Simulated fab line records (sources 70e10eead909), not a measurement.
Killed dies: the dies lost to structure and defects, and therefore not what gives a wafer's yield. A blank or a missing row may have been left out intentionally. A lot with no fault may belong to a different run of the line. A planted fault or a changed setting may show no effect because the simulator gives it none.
Matching of chambers	flow nand harc	NHARC_A_CHANNEL_FILL_D1_ALD_16 on ald hk-01: 4 sister chambers
The step deposits SiO2, target thk 1.5 nm, pulse time 10 s, ald cycles 15. 16 wafers are shown with their chamber, then 8 later ones without.

== WAFERS WITH THEIR CHAMBER ==
wafer	chamber	heater power w (W)	precursor pulse height rel
L077.2	1	507	0.982
L077.4	3	555	1.041
L077.6	0	428	0.954
L080.1	0	480	1.007
L080.5	2	435	1.000
L080.6	3	543	0.975
L082.1	3	549	0.979
L082.3	2	433	0.987
L082.4	0	479	1.046
L086.1	1	499	1.046
L086.2	0	476	1.053
L086.4	3	543	0.998
L089.2	3	550	1.030
L089.4	0	480	0.969
L089.6	3	535	1.025
L088.1	3	528	1.005

SIGNATURES (averages over the wafers above)
reading	chamber 0	chamber 1	chamber 2	chamber 3	scatter within a chamber
heater power w	468.60	503.00	434.00	543.29	14.8
precursor pulse height rel	1.00580	1.01400	0.99350	1.00757	0.0341
Rule: distance of a wafer from a chamber = root of the sum over the readings of ((wafer's reading minus chamber's mean) / reading's scatter) squared. The wafer belongs to the nearest chamber; if the next one is less than 2 further off, it can't be placed. How the scatter is found: for the shown wafers, subtract from each reading the mean of its chamber, square and add these, divide the total by (wafers less chambers), then take the root.

== WAFERS WITH NO CHAMBER GIVEN ==
wafer	heater power w (W)	precursor pulse height rel
L088.3	440	0.975
L088.4	506	1.003
L091.1	445	1.014
L091.3	533	1.009
L091.5	484	1.028
L092.2	440	0.980
L092.4	483	0.991
L092.5	558	1.005

== WHICH CHAMBER EACH WENT THROUGH ==
wafer	from the rows above	in truth
L088.3	can't be placed: 2 or 0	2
L088.4	1	1
L091.1	can't be placed: 2 or 0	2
L091.3	can't be placed: 3 or 1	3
L091.5	can't be placed: 0 or 1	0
L092.2	can't be placed: 2 or 0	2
L092.4	can't be placed: 0 or 1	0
L092.5	3	3
Correctly placed: 2 of 8. These rows do not allow placing 6 (true chamber among the candidates in 6). Wrongly placed: 0.
